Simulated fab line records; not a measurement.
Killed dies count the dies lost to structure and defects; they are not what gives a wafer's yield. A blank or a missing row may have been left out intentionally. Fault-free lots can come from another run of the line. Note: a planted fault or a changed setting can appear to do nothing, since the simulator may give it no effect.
Split-lot experiment -- flow n5 finfet -- 21 wafers read across 7 lots, on a route 1938 steps long

ABOUT THE SPLIT
At N5_DUMMY_GATE_ETCH_32 (etches SiO2 in CF4, target depth 3.5 nm, time 3.9 s), the setting time s was moved away from the recipe's 3.9 s on 5 of the 21 wafers read, by -11.6% to +20.6%. The other wafers ran this setting at the recipe's value.

The reading comes from the split's own step.

THE READING
etch.depth nm (the simulator's own value, which no gauge read), in nm, at N5_DUMMY_GATE_ETCH_32 (etches SiO2 in CF4, target depth 3.5 nm, time 3.9 s). The file does not state a usual value for it. Across the 16 wafers here that went through the recipe, the average is 3.532 nm and the standard deviation 0.11 nm.

wafer,"tool, chamber at the split","time s as run, s",against the recipe,"etch.depth nm, nm",against lot-mates on the recipe
L076.1,"rie si-05, 2",3.9,recipe,3.623,-
L076.4,"rie si-05, 0",3.449,-11.6%,3.186,-0.437
L076.5,"rie si-05, 3",3.449,-11.6%,2.993,-0.630
L075.2,"rie si-05, 2",3.9,recipe,3.612,-
L075.3,"rie si-05, 3",3.9,recipe,3.354,-
L075.4,"rie si-05, 0",3.9,recipe,3.598,-
L078.1,"rie si-02, 1",3.9,recipe,3.524,-
L078.4,"rie si-02, 0",3.9,recipe,3.591,-
L078.6,"rie si-02, 3",3.9,recipe,3.636,-
L084.1,"rie si-05, 3",4.562,+17.0%,3.943,+0.296
L084.2,"rie si-05, 1",4.562,+17.0%,4.129,+0.482
L084.5,"rie si-05, 2",3.9,recipe,3.647,-
L090.1,"rie si-03, 1",3.9,recipe,3.392,-
L090.2,"rie si-03, 0",3.9,recipe,3.415,-
L090.4,"rie si-03, 2",3.9,recipe,3.403,-
L094.1,"rie si-02, 3",4.704,+20.6%,4.325,+0.730
L094.3,"rie si-02, 1",3.9,recipe,3.513,-
L094.5,"rie si-02, 2",3.9,recipe,3.678,-
L095.1,"rie si-05, 3",3.9,recipe,3.38,-
L095.2,"rie si-05, 2",3.9,recipe,3.619,-
L095.6,"rie si-05, 1",3.9,recipe,3.529,-

THE FIT
A straight line over all 21 wafers: etch.depth nm changes by +0.0346 nm for each +1% of time s; r = +0.93; the points scatter about the line by 0.11 nm.
The same after taking each lot's own level away (the mean of its wafers on the recipe; 21 wafers): +0.0327 nm for each +1%; r = +0.93; scatter 0.11 nm.
The reading moves by 0.67 nm for the largest change in time s, on that fit.
The lots' own levels span 3.4033 to 3.6470 nm, that is 2.3 times the standard deviation above.
Consequently the slope shifts little with the lot-to-lot level, the two slopes agreeing.
Check: +0.601 nm against its lot-mates is what the line predicts for one of the wafers moved furthest among these (+20.6%) when that wafer is left out of the fit. It came out at +0.73 nm against them.

OTHER SPLITS ON THESE WAFERS
Note: prior to the reading, these wafers also went through further splits. Each is held against what the fit with the lots' levels taken away leaves over:
other split on the same wafers,wafers away from the commonest value,r with etch.depth nm (lot level and that fit taken away)
N5_WELL_APT_COAT_02 spin rpm,12,-0.02
N5_WELL_APT_EXPOSE_22 dose mj,5,-0.01
N5_WELL_APT_PEB_23 peb temp c,10,+0.13
N5_FIN_SAQP_ETCH_65 time s,9,+0.09
N5_FIN_SAQP_ETCH_69 target depth a,8,-0.17
N5_FIN_CUT_EXPOSE_05 dose mj,8,-0.05

FILE'S OWN FIT
etch.depth nm changes by +0.0328 nm for each +1% of time s, r = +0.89.
